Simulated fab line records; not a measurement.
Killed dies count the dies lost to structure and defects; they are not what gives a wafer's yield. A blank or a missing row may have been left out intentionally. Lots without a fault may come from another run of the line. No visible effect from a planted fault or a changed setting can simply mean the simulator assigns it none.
Matching of chambers -- flow nand_harc -- 4 sister chambers for NHARC_A_DECK1_JOINT_ETCHBACK_07 on rie_si-01
The step etches the open film in HBr, target depth 105 nm, time 26.9 s. 4 wafers are shown with their chamber, then 9 later ones without.

== WAFERS WITH THEIR CHAMBER ==
wafer,chamber,drypump_motor_current_A (A)
L084.6,2,5.0
L088.1,1,5.4
L088.3,3,6.1
L088.4,0,5.6

== WAFERS WITHOUT THEIR CHAMBER ==
wafer,drypump_motor_current_A (A)
L091.4,6.1
L091.5,5.4
L091.6,5.0
L093.2,5.5
L093.5,6.0
L093.6,5.0
L095.1,5.4
L095.4,6.1
L095.6,5.4

== WHICH CHAMBER EACH WENT THROUGH ==
wafer,from the rows above,in truth
L091.4,3,3
L091.5,1,1
L091.6,2,2
L093.2,can't be placed: 0 or 1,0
L093.5,3,3
L093.6,2,2
L095.1,1,1
L095.4,3,3
L095.6,1,1
Correctly placed: 8 of 9. Unplaceable from these rows: 1, with the true chamber sitting among the candidates in 1. Number placed wrongly: 0.
How it was worked out, from the rows above alone: a wafer's distance from a chamber is the root of the sum, over the readings, of the square of ((its reading less the chamber's mean) divided by the reading's scatter). The wafer belongs to the nearest chamber; if the next one is less than 2 further off, it can't be placed. For every chamber, the mean is computed from those of its wafers that are shown. The scatter (one wafer shown for each chamber): square how far every hidden wafer sits from the nearest shown wafer, average those squares and take the square root.
